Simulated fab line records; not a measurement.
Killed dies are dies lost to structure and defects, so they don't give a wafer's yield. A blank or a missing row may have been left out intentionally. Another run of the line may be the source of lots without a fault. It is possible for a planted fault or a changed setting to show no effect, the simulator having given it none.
A struck lot beside a sound one -- flow n5-finfet -- 15 out of 1938 route steps
Sound: wafers L586.1, L586.2, L586.3. The struck wafers were L591.3, L591.4, L591.5. The cause comes at the end.
At each step with rows: each side's tool, then ch and its chambers, then its first start. Under that, the readings that differ: sound wafers -- struck wafers -- difference of the means -- sigmas: that difference in standard deviations of wafers without a fault.
alike: readings with means less than 2 such deviations apart, plus words and numbers identical on both sides. not compared: withheld readings, readings lacking a value on some wafer, bounds such as >300 that could conceal the same value, and numbers that have no deviation in the record and whose values overlap.
A row with sigmas, a row that says differs or no value, or rows on one side alone: a step with any of these is where the two part. When numbers do not overlap yet have no deviation, they are printed without sigmas and do not part them. Lack of a reading on every wafer of one side parts them only where that side has two or more wafers.

first, 1 step without rows for these wafers: N5_BEOL_M14_HARDBAKE_14 (time 120 s).
N5_BEOL_M14_CD_MEAS_10: target cd 250 nm.
  sound on cd-sem-01 ch 0, day 12 00:08; struck on cd-sem-02 ch 0, day 12 14:40
  alike: cd-nm
N5_BEOL_M14_OVL_MEAS_11:
  sound on overlay-01 ch 0, day 12 00:11; struck on overlay-01 ch 0, day 12 14:42
  alike: V13_OVL
N5_BEOL_M14_INSPECT_12: inspects for defects (macro).
  struck on defect-inspect-01, day 12 14:44; sound on defect-inspect-01, day 12 00:12
  alike: raw-defect-count
N5_BEOL_M14_DESCUM_15: chemistry O2, time 7.9 s.
  sound on rie-diel-04 ch 0,2,3, day 12 00:19; struck on rie-diel-02 ch 0,1, day 12 14:46
  alike: drypump-motor-current-A, oes-product-au, rf-vpp-V, showerhead-plenum-p-Torr, throttle-valve-pct
  not compared: rf-hours-counter-h
N5_BEOL_M14_ETCH_59: etches BARC in N2/H2, target depth 89 nm, overetch 26.7 nm, time 67.9 s.
  sound on rie-diel-04 ch 0,2,3, day 12 00:21; struck on rie-diel-02 ch 0,1, day 12 14:47
  alike: drypump-motor-current-A, oes-product-au, rf-vpp-V, showerhead-plenum-p-Torr, throttle-valve-pct
  not compared: rf-hours-counter-h
N5_BEOL_M14_VIA_ETCH_16: etches SiO2 in C4F8/O2/Ar, target depth 1231.3 nm.
  sound on rie-diel-04 ch 0,2,3, day 12 00:24; struck on rie-diel-02 ch 0,1, day 12 14:51
  alike: drypump-motor-current-A, oes-product-au, rf-vpp-V, showerhead-plenum-p-Torr, throttle-valve-pct
N5_BEOL_M14_STRIP_63: strips in O2.
  sound on rie-diel-04 ch 0,2,3; struck on rie-diel-02 ch 0,1
  alike: drypump-motor-current-A, oes-product-au, rf-vpp-V, showerhead-plenum-p-Torr, throttle-valve-pct
  not compared: rf-hours-counter-h
N5_BEOL_M14_STRIP_64: strips in O2.
  sound on rie-diel-04 ch 0,2,3; struck on rie-diel-02 ch 0,1
  alike: drypump-motor-current-A, oes-product-au, rf-vpp-V, showerhead-plenum-p-Torr, throttle-valve-pct
  not compared: rf-hours-counter-h
then, 2 steps without rows for these wafers: N5_BEOL_M14_STRIP_71 (strips in post etch residue remover, time 60 s); N5_BEOL_M14_SRD_72 (time 30 s, dry time 30 s).
N5_BEOL_M14_CD_MEAS_17: target cd 250 nm.
  struck on cd-sem-02, day 12 15:12; sound on cd-sem-01, day 12 00:45
  alike: cd-nm
N5_BEOL_M14_COAT_65: time 60 s, resist thk 450 nm.
  sound on litho-track-03 ch 0, day 12 00:47; struck on litho-track-03 ch 0, day 12 15:14
reading,sound,struck,difference,sigmas
spin-speed-rpm (rpm),1501.6 1501.4 1501.5,1646.7 1647.7 1648.0,+146.0,+99 or more
model.SOC_of_BEOL_M14_COAT_65.thk-nm (nm),449.6 449 449.4,432.4 431.2 430.6,-17.9,
  alike: dispense-pressure-kPa
then, 2 steps without rows for these wafers: N5_BEOL_M14_COAT_66 (time 60 s, resist thk 110 nm); N5_PASSIVATION_PROBE_49.

== WHERE THEY PART ==
N5_BEOL_M14_COAT_65 only, going by this record.

WHY: the cause the simulator had injected
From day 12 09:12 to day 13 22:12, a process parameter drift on litho-track-03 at N5_BEOL_M14_COAT_65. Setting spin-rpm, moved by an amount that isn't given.
